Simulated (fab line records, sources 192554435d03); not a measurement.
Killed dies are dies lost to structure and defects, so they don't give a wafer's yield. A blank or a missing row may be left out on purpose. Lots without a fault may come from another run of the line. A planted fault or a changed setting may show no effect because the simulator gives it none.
One fault seen from 2 desks | flow n5_finfet | each desk has only its own numbers; what lay behind them comes last

THE METROLOGY DESK
What the gauges read, lot by lot, whatever tool the lot ran on: means of the sampled wafers that have a number. A lot is out of limits, marked OUT, if its mean lies more than 4 standard deviations from the usual mean; the brackets give that distance. Of its 10 readings 7 are shown: those that lie furthest out on some lot.
Columns: A = DIBL_N at N5_BEOL_M4_RC_MEAS_101, usual 36.4 mV/V; B = DIBL_P at N5_BEOL_M4_RC_MEAS_101, usual 36.4 mV/V; C = IOFF_N at N5_BEOL_M4_RC_MEAS_101, usual 0.16 nA/um; D = IOFF_P at N5_BEOL_M4_RC_MEAS_101, usual 0.21 nA/um; E = ION_N at N5_BEOL_M4_RC_MEAS_101, usual 680 uA/um; F = SS_N at N5_BEOL_M4_RC_MEAS_101, usual 71.5 mV/dec; G = VT_N at N5_BEOL_M4_RC_MEAS_101, usual 249 mV
lot  | first seen here | A    | B    | C    | D    | E   | F    | G
L866 | day 8 08:55     | 35.2 | 35.4 | 0.15 | 0.20 | 675 | 71.6 | 250
L872 | day 10 00:14    | 35.3 | 36.3 | 0.17 | 0.21 | 678 | 71.7 | 248
L874 | day 10 02:14    | 38.3 | 39.3 | 0.19 | 0.24 | 693 | 71.9 | 248
L876 | day 10 17:04    | 37.6 | 38.8 | 0.18 | 0.22 | 673 | 71.6 | 249
L882 | day 12 09:25    | 36.0 | 37.0 | 0.15 | 0.21 | 668 | 71.5 | 253
L886 | day 13 05:23    | 39.6 | 40.3 | 0.25 | 0.28 | 702 | 72.4 | 242
L884 | day 13 08:45    | 37.9 | 35.8 | 0.19 | 0.23 | 685 | 71.6 | 248
L885 | day 13 14:23    | 35.8 | 36.8 | 0.18 | 0.20 | 685 | 71.6 | 246
L887 | day 13 18:07    | 36.1 | 35.4 | 0.14 | 0.21 | 674 | 71.3 | 252
L888 | day 13 21:46    | 36.4 | 36.4 | 0.16 | 0.23 | 678 | 71.7 | 249
This desk's finding: nothing out of limits on any of the 10 lots.

THE TOOL OWNER'S DESK: pvd_sputter-01
The tool's own readings at N5_BEOL_M2_SPUTTER_96 (material Cu, target thk 4.5 nm, time 8.29 s): means of the sampled wafers that have a number, for each lot that ran on this tool. A lot is out of limits, marked OUT, if its mean lies more than 4 standard deviations from the usual mean; the brackets give that distance.
Columns: A = chamber_pressure_pa at N5_BEOL_M2_SPUTTER_96, usual 0.07 Pa; B = chuck_gas_flow_sccm at N5_BEOL_M2_SPUTTER_96, usual 1.26 sccm; C = throttle_valve_pct at N5_BEOL_M2_SPUTTER_96, usual 29.4 %
lot  | first seen here | A    | B    | C
L882 | day 11 08:49    | 0.07 | 1.25 | 29.1
L886 | day 12 06:35    | 0.07 | 1.27 | 28.1
This desk's finding: nothing out of limits on any of the 2 lots.

PUT TOGETHER
The metrology desk saw nothing out of limits.
The tool owner's desk saw nothing out of limits.

WHAT THE SIMULATOR HAD PUT IN
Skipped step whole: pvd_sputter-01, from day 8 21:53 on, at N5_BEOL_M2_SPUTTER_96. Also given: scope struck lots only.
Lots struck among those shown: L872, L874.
